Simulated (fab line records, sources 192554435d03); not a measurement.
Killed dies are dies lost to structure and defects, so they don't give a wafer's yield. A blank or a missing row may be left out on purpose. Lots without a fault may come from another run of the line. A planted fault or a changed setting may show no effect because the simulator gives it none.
Chamber matching | flow n5_finfet | N5_BEOL_M12_DESCUM_15 on rie_diel-06: 4 sister chambers
The step chemistry O2, time 7.9 s. 24 wafers are shown with their chamber, then 12 later ones without.

WAFERS WITH THEIR CHAMBER
wafer  | chamber | drypump_motor_current_A (A) | showerhead_plenum_p_Torr (Torr) | throttle_valve_pct (%)
L077.1 | 1       | 5.9                         | 2.20                            | 20.28
L077.2 | 3       | 5.0                         | 2.21                            | 20.58
L077.3 | 0       | 5.3                         | 2.12                            | 20.35
L077.4 | 2       | 5.3                         | 2.15                            | 20.41
L077.5 | 0       | 5.3                         | 2.12                            | 20.34
L077.6 | 3       | 5.0                         | 2.21                            | 20.58
L079.2 | 1       | 5.9                         | 2.20                            | 20.28
L079.3 | 2       | 5.4                         | 2.15                            | 20.42
L079.5 | 0       | 5.3                         | 2.12                            | 20.38
L082.1 | 0       | 5.3                         | 2.12                            | 20.36
L082.3 | 3       | 5.0                         | 2.21                            | 20.60
L082.6 | 2       | 5.3                         | 2.15                            | 20.42
L083.1 | 1       | 5.9                         | 2.19                            | 20.32
L083.2 | 0       | 5.3                         | 2.11                            | 20.38
L083.3 | 3       | 4.9                         | 2.21                            | 20.60
L084.3 | 2       | 5.4                         | 2.14                            | 20.43
L084.4 | 3       | 4.9                         | 2.20                            | 20.61
L084.6 | 3       | 5.0                         | 2.20                            | 20.61
L087.1 | 2       | 5.4                         | 2.14                            | 20.43
L087.4 | 2       | 5.4                         | 2.14                            | 20.42
L087.5 | 1       | 5.9                         | 2.19                            | 20.32
L091.1 | 3       | 4.9                         | 2.20                            | 20.64
L091.4 | 2       | 5.4                         | 2.14                            | 20.46
L091.6 | 1       | 5.9                         | 2.19                            | 20.33

SIGNATURES (means of the wafers above)
reading                  | chamber 0 | chamber 1 | chamber 2 | chamber 3 | scatter within a chamber
drypump_motor_current_A  | 5.300     | 5.900     | 5.371     | 4.957     | 0.0396
showerhead_plenum_p_Torr | 2.1180    | 2.1940    | 2.1443    | 2.2057    | 0.00521
throttle_valve_pct       | 20.3620   | 20.3060   | 20.4271   | 20.6029   | 0.0196
Rule: a wafer's distance from a chamber is the root of the sum, over the readings, of the square of ((its reading less the chamber's mean) divided by the reading's scatter). The wafer belongs to the nearest chamber; if the next one is less than 2 further off, it can't be placed. The scatter: the root of (the sum of the squares of (reading less its chamber's mean) over the shown wafers, divided by (wafers less chambers)).

WAFERS WITHOUT THEIR CHAMBER
wafer  | drypump_motor_current_A (A) | showerhead_plenum_p_Torr (Torr) | throttle_valve_pct (%)
L090.1 | 5.4                         | 2.14                            | 20.45
L090.3 | 5.9                         | 2.19                            | 20.34
L090.6 | 5.4                         | 2.14                            | 20.45
L095.2 | 4.9                         | 2.20                            | 20.64
L095.4 | 5.3                         | 2.14                            | 20.47
L095.5 | 5.0                         | 2.20                            | 20.64
L097.1 | 5.9                         | 2.18                            | 20.36
L097.2 | 5.4                         | 2.14                            | 20.46
L097.3 | 4.9                         | 2.19                            | 20.62
L097.4 | 5.9                         | 2.18                            | 20.35
L097.5 | 4.9                         | 2.19                            | 20.64
L097.6 | 5.4                         | 2.14                            | 20.47

WHICH CHAMBER EACH WENT THROUGH
wafer  | from the rows above | in truth
L090.1 | 2                   | 2
L090.3 | 1                   | 1
L090.6 | 2                   | 2
L095.2 | 3                   | 3
L095.4 | 2                   | 2
L095.5 | 3                   | 3
L097.1 | 1                   | 1
L097.2 | 2                   | 2
L097.3 | 3                   | 3
L097.4 | 1                   | 1
L097.5 | 3                   | 3
L097.6 | 2                   | 2
Placed correctly: 12 of 12. Can't be placed from these rows: 0. Placed wrongly: 0.
